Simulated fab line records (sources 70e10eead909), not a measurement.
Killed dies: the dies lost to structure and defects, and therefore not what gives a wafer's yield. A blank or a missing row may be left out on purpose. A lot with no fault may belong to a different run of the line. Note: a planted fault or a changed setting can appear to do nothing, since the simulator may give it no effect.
A lot that was struck, set against a sound lot + flow nandHarc + 14 out of 1159 route steps
Sound: wafers L360.1, L360.2, L360.3. Struck: wafer L364.2 (left out: L364.4, L364.5 of the same lot, which were not struck); the cause appears at the end.
Per side, at each step with rows, come the tool, then ch with its chambers, and then its first start. Under that, the readings that differ: sound wafers + struck wafers + difference of the means + sigmas: that difference in standard deviations of wafers without a fault.
alike: a reading whose means differ by less than 2 such deviations, as well as words and numbers matching on both sides. not compared: withheld readings; readings where some wafer has no value; bounds like >300 that might hide an equal value; numbers whose values overlap and for which the record gives no deviation.
A row with sigmas, a row that says differs or no value, or rows on one side alone: a step with any of these is where the two part. Non-overlapping numbers with no deviation appear without sigmas and do not part them. A reading missing from all wafers of one side parts the sides only when that side holds two or more wafers.

first, 2 steps without rows for these wafers: NHARC_A_STAIRCASE_TRIM_189 (chemistry O2, time 211.2 s); NHARC_A_STAIRCASE_ETCH_190 (etches the open film in C4F8/O2, target depth 100 nm, time 40.5 s).
NHARC_A_STAIRCASE_TRIM_191: chemistry O2, time 211.2 s.
  sound: rieDiel-06 ch 0,1,2; struck: rieDiel-05 ch 2
| reading                  | sound       | struck | difference | sigmas |
|--------------------------|-------------|--------|------------|--------|
| drypumpMotorCurrentA (A) | 5.7 6.2 5.4 | 6.7    | +0.9       | +2     |
| rfHoursCounterH (h)      | 11 13 12    | 44     | +32        |        |
  alike: oesProductAu, rfVppV, showerheadPlenumPTorr, throttleValvePct
then, 1 step without rows for these wafers: NHARC_A_STAIRCASE_ETCH_192 (etches the open film in C4F8/O2, target depth 100 nm, time 40.5 s).
NHARC_A_STAIRCASE_TRIM_193: chemistry O2, time 211.2 s.
  sound: rieDiel-06 ch 1,2,3; struck: rieDiel-05 ch 1
| reading             | sound    | struck | difference | sigmas |
|---------------------|----------|--------|------------|--------|
| rfHoursCounterH (h) | 14 11 12 | 42     | +30        |        |
  alike: drypumpMotorCurrentA, oesProductAu, rfVppV, showerheadPlenumPTorr, throttleValvePct
NHARC_A_STAIRCASE_ETCH_194: etches the open film in C4F8/O2, target depth 100 nm, time 40.5 s.
  sound: rieDiel-06 ch 0,2,3; struck: rieDiel-05 ch 1
| reading             | sound    | struck | difference | sigmas |
|---------------------|----------|--------|------------|--------|
| rfHoursCounterH (h) | 12 14 13 | 42     | +29        |        |
  alike: oesProductAu, rfVppV, runLengthS
then, 1 step without rows for these wafers: NHARC_A_STAIRCASE_TRIM_196 (chemistry O2, time 211.2 s).
NHARC_A_STAIRCASE_ETCH_197: etches the open film in C4F8/O2, target depth 100 nm, time 40.5 s.
  sound: rieDiel-05 ch 0,1,2; struck: rieDiel-05 ch 0
| reading             | sound    | struck | difference | sigmas |
|---------------------|----------|--------|------------|--------|
| rfHoursCounterH (h) | 35 42 37 | 49     | +11        |        |
  alike: oesProductAu, rfVppV, runLengthS
then, 1 step without rows for these wafers: NHARC_A_STAIRCASE_TRIM_198 (chemistry O2, time 211.2 s).
NHARC_A_STAIRCASE_ETCH_199: etches the open film in C4F8/O2, target depth 100 nm, time 40.5 s.
  sound: rieDiel-05 ch 0,1,2; struck: rieDiel-05 ch 1
| reading        | sound          | struck | difference | sigmas |
|----------------|----------------|--------|------------|--------|
| runLengthS (s) | 62.5 62.2 61.6 | 61.3   | -0.8       | -2     |
  alike: oesProductAu, rfVppV
  not compared: rfHoursCounterH
then, 1 step without rows for these wafers: NHARC_A_STAIRCASE_TRIM_200 (chemistry O2, time 211.2 s).
NHARC_A_STAIRCASE_ETCH_201: etches the open film in C4F8/O2, target depth 100 nm, time 40.5 s.
  sound on rieDiel-05 ch 0,1,3, day 12 09:30; struck on rieDiel-05 ch 0, day 13 13:47
| reading             | sound          | struck | difference | sigmas |
|---------------------|----------------|--------|------------|--------|
| rfHoursCounterH (h) | 35 42 40       | 49     | +10        |        |
| runLengthS (s)      | 61.9 62.6 61.5 | 71.5   | +9.5       | +25    |
  alike: oesProductAu, rfVppV
then, 1 step without rows for these wafers: NHARC_A_STAIRCASE_TRIM_202 (chemistry O2, time 211.2 s).
-- jump in the record: it breaks off in module A_STAIRCASE and resumes in module END (first step shown: number 1159 of the route), and 9 days separate the struck wafers' starts before and after --
NHARC_END_SORT_01:
  only the struck wafers appear in the record here, on prober-01 ch 0 at day 22 10:45; the sound ones have no rows

WHERE THEY PART
First at NHARC_A_STAIRCASE_TRIM_191; last, within this record, at NHARC_END_SORT_01.

WHY: whatever the simulator had introduced
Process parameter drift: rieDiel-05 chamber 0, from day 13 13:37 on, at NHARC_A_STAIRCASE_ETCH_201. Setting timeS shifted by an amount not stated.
